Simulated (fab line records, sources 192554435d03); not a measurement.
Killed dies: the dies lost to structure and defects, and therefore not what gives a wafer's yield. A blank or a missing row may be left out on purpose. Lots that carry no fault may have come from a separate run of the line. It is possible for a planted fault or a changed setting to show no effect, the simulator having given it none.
Comparing a struck lot with a sound one / flow n5_finfet / 14 out of 1938 route steps
Sound: the wafers L198.2, L198.3, L198.6. Struck: wafers L206.2, L206.3, L206.4. Last of all comes the cause.
For every step that has rows: the tool of each side, followed by ch and its chambers, followed by its first start. Under that, the readings that differ: sound wafers / struck wafers / difference of the means / sigmas: that difference in standard deviations of wafers without a fault.
alike: a reading whose means differ by less than 2 such deviations, as well as words and numbers matching on both sides. not compared: withheld readings; readings where some wafer has no value; bounds like >300 that might hide an equal value; numbers whose values overlap and for which the record gives no deviation.
The two part at a step that has a row with sigmas, a row that says differs or no value, or rows on one side only. Numbers that have no deviation but don't overlap get no sigmas and don't part them. A reading that every wafer of one side lacks parts them only if that side has two wafers or more.

N5_ILD0_ALD_15: deposits SiNx, target thk 24 nm, pulse time 1 s, ald cycles 480.
  sound on ald_sin-02 ch 1,2, day 4 02:44; struck on ald_sin-03 ch 0,1,2, day 6 08:01
  alike: heater_power_w, precursor_pulse_height_rel
N5_ILD0_CMP_12: polishes SiNx, stops on poly-Si, t overpolish 6 s, target thk 17.67 nm.
  sound on cmp-04 ch 1,3, day 4 04:59; struck on cmp-04 ch 0,2,3, day 6 10:13
  alike: motor_current_A, overpolish_run_s, time_to_endpoint_s
N5_ILD0_THK_MEAS_13:
  sound on film_metro-01 at day 4 05:14; struck on film_metro-02 at day 6 10:31
  alike: thk_nm
N5_ILD0_INSPECT_06: inspects for defects (darkfield).
  sound on defect_inspect-01 at day 4 05:16; struck on defect_inspect-02 at day 6 10:32
  alike: raw_defect_count
N5_SDB_HM_DEP_00: deposits SiNx from SiH4/NH3/N2, target thk 40 nm, time 35.3 s.
  sound on pecvd-02 ch 0,2, day 4 05:18; struck on pecvd-04 ch 1,2, day 6 10:34
  alike: heater_power_w, showerhead_plenum_p_Torr, throttle_valve_pct
then, 7 steps without rows for these wafers: N5_SDB_COAT_03 (time 60 s, resist thk 100 nm); N5_SDB_COAT_04 (time 60 s, resist thk 18 nm); N5_SDB_COAT_05 (resist thk 90 nm); N5_SDB_EBR_07; N5_SDB_SOFTBAKE_06 (time 60 s); N5_SDB_EXPOSE_08 (exposes mask SDB); N5_SDB_PEB_09 (peb time 60 s).
N5_SDB_DEVELOP_10: develop time 30 s.
  sound on litho_track-03 ch 0, day 4 05:43; struck on litho_track-05, day 6 10:58
  no value came back on the struck wafers for chill_plate_temp_C (C), develop_time_s (s); on the sound wafers chill_plate_temp_C (C) reads 22.90 23.07 22.98
reading=model.CAR-ArF_of_SDB_COAT_05.thk_nm (nm); sound=88.2 88.2 88.2; struck=90.2 90 90.4; difference=+2.0; sigmas=
N5_SDB_CD_MEAS_11: the cd target is 50 nm.
  sound on cd_sem-02 ch 0, day 4 05:46; struck on cd_sem-03 ch 0, day 6 11:02
reading=cd_nm (nm); sound=50.2 51.2 52.2; struck=- - -; difference=no value on the struck wafers; sigmas=

== WHERE THEY PART ==
At N5_SDB_DEVELOP_10 first; at N5_SDB_CD_MEAS_11 last (within this record only).

WHY: what had been put in by the simulator
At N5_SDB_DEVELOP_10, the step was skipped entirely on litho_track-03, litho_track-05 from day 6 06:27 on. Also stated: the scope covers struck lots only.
